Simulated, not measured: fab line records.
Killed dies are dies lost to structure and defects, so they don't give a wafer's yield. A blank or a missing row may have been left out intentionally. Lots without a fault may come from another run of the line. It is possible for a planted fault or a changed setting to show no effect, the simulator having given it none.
Chamber matching / flow nand-harc / NHARC_A_SGD_CUT_DEP_00 on pecvd-02 has 3 sister chambers
The step deposits SiNx, target thk 50 nm. 3 wafers are shown with their chamber, then 8 later ones without.

EACH WAFER AND ITS CHAMBER
wafer=L736.4; chamber=0; heater-power-w (W)=636
wafer=L736.5; chamber=1; heater-power-w (W)=730
wafer=L749.1; chamber=2; heater-power-w (W)=795

WAFERS WHOSE CHAMBER IS MISSING
wafer=L749.2; heater-power-w (W)=666
wafer=L749.5; heater-power-w (W)=787
wafer=L748.2; heater-power-w (W)=611
wafer=L748.3; heater-power-w (W)=824
wafer=L748.5; heater-power-w (W)=654
wafer=L752.3; heater-power-w (W)=627
wafer=L752.4; heater-power-w (W)=729
wafer=L752.6; heater-power-w (W)=619

EACH ONE'S CHAMBER
wafer=L749.2; from the rows above=can't be placed: 0 or 1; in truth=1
wafer=L749.5; from the rows above=2; in truth=2
wafer=L748.2; from the rows above=0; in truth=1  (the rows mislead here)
wafer=L748.3; from the rows above=2; in truth=2
wafer=L748.5; from the rows above=0; in truth=0
wafer=L752.3; from the rows above=0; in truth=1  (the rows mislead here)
wafer=L752.4; from the rows above=1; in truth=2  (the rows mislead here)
wafer=L752.6; from the rows above=0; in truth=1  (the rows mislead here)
Correct placement for 3 of the 8. Not placeable from these rows: 1 (in 1, the candidates include the true chamber). Number placed wrongly: 4.
How it was worked out, from the rows above alone: a wafer's distance from a chamber is the root of the sum, over the readings, of the square of ((its reading less the chamber's mean) divided by the reading's scatter). The wafer belongs to the nearest chamber; if the next one is less than 2 further off, it can't be placed. A chamber's mean is the mean of its shown wafers. The scatter: with one shown wafer a chamber, the root of the mean of the squares of how far each hidden wafer lies from its nearest shown one.
